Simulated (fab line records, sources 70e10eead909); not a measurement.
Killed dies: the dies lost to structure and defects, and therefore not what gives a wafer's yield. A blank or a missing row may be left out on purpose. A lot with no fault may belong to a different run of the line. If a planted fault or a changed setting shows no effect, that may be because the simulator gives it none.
The tool behind it: which one? | flow nand harc | 13 lots, 38 wafers sampled, at 5 steps of a route of 1302

## WHAT EACH GAUGE READ, for each wafer
NHARC_A_CHANNEL_HOLE_D1_INSPECT_40. Usual: raw defect count 72, standard deviation 28.
lot  | measured     | on                | raw defect count | flag
L183 | day 9 05:44  | defect inspect-02 | 114 110 114      |
L185 | day 9 17:53  | defect inspect-02 | 98 126 89        |
L184 | day 9 21:45  | defect inspect-02 | 57 62 38         |
L189 | day 12 04:25 | defect inspect-02 | 47 51 42         |
L191 | day 12 17:02 | defect inspect-01 | 46 48 77         |
L192 | day 12 21:43 | defect inspect-01 | 102 104 92       |
L196 | day 14 15:51 | defect inspect-02 | 63 86 67         |
L198 | day 15 16:13 | defect inspect-01 | 75 75            |
L200 | day 16 01:56 | defect inspect-02 | 41 52 54         |
L201 | day 16 19:03 | defect inspect-02 | 75 75 55         |
L203 | day 17 15:30 | defect inspect-01 | 46 72 40         |
L204 | day 18 14:25 | defect inspect-02 | 81 58 57         |
L205 | day 18 15:28 | defect inspect-02 | 32 41 43         |

NHARC_END_SORT_01. Usual: killed at array 64, standard deviation 16; killed at other 1.0, standard deviation 1.1; killed at periphery 3.5, standard deviation 2.3; killed dies 69, standard deviation 17; killed open 3.2, standard deviation 1.6; killed short 2.4, standard deviation 1.6.
lot  | measured     | on        | killed at array | killed at other | killed at periphery | killed dies | killed open | killed short | flag
L183 | day 24 23:50 | prober-01 | 77 100 88       | 1 2 0           | 8 8 5               | 86 110 93   | 5 3 2       | 3 3 2        |
L192 | day 28 16:06 | prober-02 | 59 54 64        | 2 2 1           | 4 6 2               | 65 62 67    | 5 6 1       | 1 2 0        |
L198 | day 31 06:49 | prober-02 | 78 60           | 1 0             | 1 8                 | 80 68       | 3 1         | 4 3          |
L200 | day 32 10:14 | prober-01 | 31 33 35        | 3 3 0           | 1 3 2               | 35 39 37    | 4 4 2       | 1 1 1        |
L201 | day 32 18:23 | prober-01 | 69 54 62        | 0 0 1           | 1 1 3               | 70 55 66    | 2 4 6       | 2 3 5        |
L203 | day 33 06:43 | prober-01 | 78 77 79        | 1 2 1           | 4 6 4               | 83 85 84    | 2 3 6       | 1 4 3        |
L204 | day 34 19:25 | prober-02 | 84 55 69        | 0 1 1           | 4 0 2               | 88 56 72    | 3 2 0       | 1 1 4        |

## WHICH TOOL RAN EACH LOT (tool, then ch and the chambers of the sampled wafers, then the start)
lot  | NHARC_A_CHANNEL_FILL_D1_ALD_15                 | NHARC_A_CHANNEL_FILL_D1_ETCHBACK_08           | NHARC_A_DECK1_JOINT_ETCHBACK_07
L183 | ald sin batch-02 ch 0, day 11 08:24 or earlier | rie diel-02 ch 0,1,2, day 11 08:24 or earlier | rie si-01 ch 1,2,3, day 11 08:24
L185 | ald sin batch-02 ch 0, day 11 20:02 or earlier | rie diel-02 ch 0,1, day 11 20:02 or earlier   | rie si-01 ch 0,1,2, day 11 20:02
L184 | ald sin batch-01 ch 0, day 11 22:52 or earlier | rie diel-02 ch 0,1,3, day 11 22:52 or earlier | rie si-04 ch 0,1,3, day 11 22:52
L189 | ald sin batch-01 ch 0, day 14 04:50 or earlier | rie diel-02 ch 2,3, day 14 04:50 or earlier   | rie si-04 ch 0,3, day 14 04:50
L191 | ald sin batch-03 ch 0, day 14 19:53 or earlier | rie diel-08 ch 1,2, day 14 19:53 or earlier   | rie si-01 ch 2,3, day 14 19:53
L192 | ald sin batch-02 ch 0, day 15 01:10 or earlier | rie diel-08 ch 0,1,2, day 15 01:10 or earlier | rie si-04 ch 0,1,2, day 15 01:10
L196 | ald sin batch-03 ch 0, day 16 16:03 or earlier | rie diel-02 ch 1,2, day 16 16:03 or earlier   | rie si-04 ch 0,1, day 16 16:03
L198 | ald sin batch-03 ch 0, day 17 16:52 or earlier | rie diel-03 ch 1,2, day 17 16:52 or earlier   | rie si-04 ch 1,2, day 17 16:52
L200 | ald sin batch-02 ch 0, day 18 02:58 or earlier | rie diel-03 ch 1,2,3, day 18 02:58 or earlier | rie si-06 ch 2,3, day 18 02:58
L201 | ald sin batch-01 ch 0, day 19 01:10 or earlier | rie diel-03 ch 0,1,3, day 19 01:10 or earlier | rie si-01 ch 0,1,3, day 19 01:10
L203 | ald sin batch-02 ch 0, day 19 21:40 or earlier | rie diel-02 ch 0,1,2, day 19 21:40 or earlier | rie si-04 ch 0,1,2, day 19 21:40
L204 | ald sin batch-03 ch 0, day 20 16:12 or earlier | rie diel-08 ch 1,2,3, day 20 16:12 or earlier | rie si-01 ch 0,2,3, day 20 16:12
L205 | ald sin batch-03 ch 0, day 20 16:13 or earlier | rie diel-02 ch 0,2, day 20 16:13 or earlier   | rie si-04 ch 0,2,3, day 20 16:13
- NHARC_A_CHANNEL_FILL_D1_ALD_15: deposits SiNx, target thk 2 nm, pulse time 60 s, ald cycles 19.
- NHARC_A_CHANNEL_FILL_D1_ETCHBACK_08: etches the open film in C4F8, target depth 220 nm, time 110 s.
- NHARC_A_DECK1_JOINT_ETCHBACK_07: etches the open film in HBr, target depth 105 nm, time 26.9 s.

## AS READ BY THE TOOLS THEMSELVES (means over the sampled wafers that have a number; for cases with no such wafer, the mark the record gives instead)
NHARC_A_CHANNEL_FILL_D1_ALD_15. Usual: precursor pulse height rel 0.998, standard deviation 0.019.
lot  | tool             | precursor pulse height rel | flag
L183 | ald sin batch-02 | 0.997                      |
L185 | ald sin batch-02 | 1.000                      |
L184 | ald sin batch-01 | 1.006                      |
L189 | ald sin batch-01 | 1.003                      |
L191 | ald sin batch-03 | 0.987                      |
L192 | ald sin batch-02 | 0.997                      |
L196 | ald sin batch-03 | 0.981                      |
L198 | ald sin batch-03 | 1.002                      |
L200 | ald sin batch-02 | 0.991                      |
L201 | ald sin batch-01 | 0.985                      |
L203 | ald sin batch-02 | 1.021                      |
L204 | ald sin batch-03 | 0.987                      |
L205 | ald sin batch-03 | 0.985                      |

NHARC_A_CHANNEL_FILL_D1_ETCHBACK_08. Usual: oes product au 0.97 a.u., standard deviation 0.034; rf vpp V 440.9 V, standard deviation 2.5.
lot  | tool        | oes product au (a.u.) | rf vpp V (V) | flag
L183 | rie diel-02 | 0.99                  | 440.0        |
L185 | rie diel-02 | 0.95                  | 437.9        |
L184 | rie diel-02 | 0.97                  | 439.2        |
L189 | rie diel-02 | 0.99                  | 443.1        |
L191 | rie diel-08 | 0.92                  | 438.7        |
L192 | rie diel-08 | 0.93                  | 439.7        |
L196 | rie diel-02 | 0.92                  | 441.5        |
L198 | rie diel-03 | 0.99                  | 443.4        |
L200 | rie diel-03 | 0.93                  | 443.4        |
L201 | rie diel-03 | 0.93                  | 442.2        |
L203 | rie diel-02 | 1.00                  | 439.7        |
L204 | rie diel-08 | 1.00                  | 440.5        |
L205 | rie diel-02 | 0.99                  | 439.1        |

NHARC_A_DECK1_JOINT_ETCHBACK_07. Usual: drypump motor current A 5.69 A, standard deviation 0.28; oes product au 1.003 a.u., standard deviation 0.011; throttle valve pct 23.266 %, standard deviation 0.0092.
lot  | tool      | drypump motor current A (A) | oes product au (a.u.) | throttle valve pct (%) | flag
L183 | rie si-01 | 5.58                        | 0.993                 | 23.269                 |
L185 | rie si-01 | 5.75                        | 1.001                 | 23.268                 |
L184 | rie si-04 | 5.65                        | 1.008                 | 23.258                 |
L189 | rie si-04 | 5.47                        | 0.999                 | 23.272                 |
L191 | rie si-01 | 5.47                        | 0.998                 | 23.267                 |
L192 | rie si-04 | 5.86                        | 1.005                 | 23.277                 |
L196 | rie si-04 | 5.89                        | 1.145                 | 23.266                 | OFF
L198 | rie si-04 | 6.04                        | 1.192                 | 23.258                 | OFF
L200 | rie si-06 | 5.80                        | 0.998                 | 23.262                 |
L201 | rie si-01 | 5.64                        | 1.010                 | 23.264                 |
L203 | rie si-04 | 5.87                        | 1.014                 | 23.260                 |
L204 | rie si-01 | 5.52                        | 1.006                 | 23.271                 |
L205 | rie si-04 | 5.63                        | 1.003                 | 23.270                 |

## THE ANSWER, worked out from the rows above alone
Rule: a lot counts as off when the mean over its wafers that have a number is more than 3 standard deviations away from the usual mean. Also off: a lot with no number at a reading for which 4 or more lots have one. Where the step has rows for the other lots, those lots are counted as sound. First the gauges in route order, then the tools' own readings, where a lot's mean is used as printed above. The first step at which some lot is off is used, and at that step the reading that is off furthest; a lot without a number counts as furthest.
Off: L196, L198 (NHARC_A_DECK1_JOINT_ETCHBACK_07, oes product au).
If a tool, at that step or one of the process steps before it, ran each lot that is off and ran no sound lot following the first of them, it fits. NHARC_A_CHANNEL_FILL_D1_ALD_15 gives no start for some lots, so the hours and the order of its lots are those of NHARC_A_DECK1_JOINT_ETCHBACK_07. NHARC_A_CHANNEL_FILL_D1_ETCHBACK_08 gives no start for some lots, so the hours and the order of its lots are those of NHARC_A_DECK1_JOINT_ETCHBACK_07. Not one of the candidates tried fits.

## WHAT WAS PUT IN BY THE SIMULATOR
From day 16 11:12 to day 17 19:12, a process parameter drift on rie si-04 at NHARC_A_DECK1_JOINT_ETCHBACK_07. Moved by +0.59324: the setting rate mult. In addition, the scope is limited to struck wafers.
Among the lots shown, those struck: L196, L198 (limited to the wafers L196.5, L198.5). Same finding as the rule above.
